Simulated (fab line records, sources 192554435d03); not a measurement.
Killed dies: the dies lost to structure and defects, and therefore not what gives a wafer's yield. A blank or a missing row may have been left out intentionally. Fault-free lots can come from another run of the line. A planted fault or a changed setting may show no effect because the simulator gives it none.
Matching of chambers | flow n5-finfet | rie-si-03 running N5_ZERO_LAYER_ETCH_18: 4 sister chambers
The step etches Si in HBr/Cl2, target depth 120 nm, time 40 s. 4 wafers are shown with their chamber, then 7 later ones without.

## EACH WAFER AND ITS CHAMBER
wafer  | chamber | throttle-valve-pct (%)
L840.4 | 1       | 36.80
L842.5 | 3       | 36.39
L845.2 | 0       | 36.77
L845.5 | 2       | 36.01

## WAFERS WITHOUT THEIR CHAMBER
wafer  | throttle-valve-pct (%)
L845.6 | 36.39
L847.1 | 36.77
L847.3 | 36.77
L847.6 | 36.78
L854.1 | 36.02
L854.3 | 36.78
L854.4 | 36.40

## CHAMBER TAKEN BY EACH
wafer  | from the rows above     | in truth
L845.6 | 3                       | 3
L847.1 | 0                       | 0
L847.3 | 0                       | 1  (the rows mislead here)
L847.6 | can't be placed: 0 or 1 | 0
L854.1 | 2                       | 2
L854.3 | can't be placed: 0 or 1 | 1
L854.4 | 3                       | 3
4 of 7 placed correctly. Cannot be placed on the basis of these rows: 2; the candidates contain the true chamber in 2. 1 placed wrongly.
How it was worked out, from the rows above alone: a wafer's distance from a chamber is the root of the sum, over the readings, of the square of ((its reading less the chamber's mean) divided by the reading's scatter). The wafer belongs to the nearest chamber; if the next one is less than 2 further off, it can't be placed. A chamber's mean is the mean of its shown wafers. The scatter (one wafer shown for each chamber): square how far every hidden wafer sits from the nearest shown wafer, average those squares and take the square root.
